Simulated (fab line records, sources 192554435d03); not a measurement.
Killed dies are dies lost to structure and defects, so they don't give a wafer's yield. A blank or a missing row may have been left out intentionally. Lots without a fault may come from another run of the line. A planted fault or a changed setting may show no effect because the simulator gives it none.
Split-lot trial	flow n5 finfet	route with 1938 steps; 7 lots, 21 wafers read

## THE SPLIT ITSELF
At N5_MOL_CONTACT_COAG_ALD_131 (deposits SiO2, target thk 5 nm, pulse time 1 s, co reactant pulse time 1 s), the setting ald cycles was moved away from the recipe's 35 on 9 of the 21 wafers read, by -11.4% to +14.3%. All remaining wafers had this setting at the recipe value.

The split's own step is where the reading is taken.

## THE READING
SiO2_of_MOL_CONTACT_COAG_ALD_131.thk nm (the simulator's own value, which no gauge read), in nm, at N5_MOL_CONTACT_COAG_ALD_131 (deposits SiO2, target thk 5 nm, pulse time 1 s, co reactant pulse time 1 s). No usual value for it is given in the file.

wafer	tool, chamber at the split	ald cycles as run	against the recipe	SiO2_of_MOL_CONTACT_COAG_ALD_131.thk nm, nm	against lot-mates on the recipe
L074.3	ald sin-04, 2,0,1	35	recipe	5	-
L074.5	ald sin-04, 2,0,1	35	recipe	5	-
L074.6	ald sin-04, 2,0,1	35	recipe	5	-
L078.1	ald sin-01, 0,2	31	-11.4%	4.4	-0.6
L078.4	ald sin-01, 0,2	31	-11.4%	4.4	-0.6
L078.2	ald sin-01, 3	35	recipe	5	-
L082.4	ald sin-04, 2	37	+5.7%	5.2	+0.2
L082.5	ald sin-04, 2,1	35	recipe	5	-
L082.6	ald sin-04, 2,1	35	recipe	5	-
L084.1	ald sin-03, 1,3	40	+14.3%	5.8	+0.8
L084.4	ald sin-03, 1,3	40	+14.3%	5.8	+0.8
L084.6	ald sin-03, 2	35	recipe	5	-
L089.1	ald sin-01, 0,2,3	35	recipe	5	-
L089.4	ald sin-01, 0,2,3	35	recipe	5	-
L089.5	ald sin-01, 0,2,3	35	recipe	5	-
L092.2	ald sin-03, 0,1	39	+11.4%	5.6	+0.6
L092.3	ald sin-03, 0,1	39	+11.4%	5.6	+0.6
L092.6	ald sin-03, 1	35	recipe	5	-
L097.1	ald sin-04, 0,3	32	-8.6%	4.6	-0.4
L097.3	ald sin-04, 0,3	32	-8.6%	4.6	-0.4
L097.6	ald sin-04, 0	35	recipe	5	-
When a row names more than one chamber, that row covers several wafers, and the file does not tell which wafer ran in which chamber.

THE FIT
A straight line over all 21 wafers: SiO2_of_MOL_CONTACT_COAG_ALD_131.thk nm changes by +0.0524 nm for each +1% of ald cycles; r = +1.00; the points scatter about the line by 0.032 nm.
The same after taking each lot's own level away (the mean of its wafers on the recipe; 21 wafers): +0.0524 nm for each +1%; r = +1.00; scatter 0.032 nm.
On that fit, the largest move of ald cycles shifts the reading by 0.75 nm.
The lots' own levels span 5.00 to 5.00 nm.
Consequently the slope shifts little with the lot-to-lot level, the two slopes agreeing.
Check: +0.741 nm against its lot-mates is what the line predicts for one of the wafers moved furthest among these (+14.3%) when that wafer is left out of the fit. Against them it came out at +0.8 nm.

## THE OTHER SPLITS THESE WAFERS WENT THROUGH
Note: prior to the reading, these wafers also went through further splits. Each is held against what the fit with the lots' levels taken away leaves over:
other split on the same wafers	wafers away from the commonest value	r with SiO2_of_MOL_CONTACT_COAG_ALD_131.thk nm (lot level and that fit taken away)
N5_SDB_COAT_05 spin rpm	9	+0.01
N5_HKMG_FIN_ETCH_54 source w	4	-0.21
N5_HKMG_FIN_ETCH_55 time s	10	-0.12
N5_GATE_CUT_ALD_22 ald cycles	4	+0.11

## THE FILE'S OWN FIT
SiO2_of_MOL_CONTACT_COAG_ALD_131.thk nm changes by +0.052 nm for each +1% of ald cycles, r = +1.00.
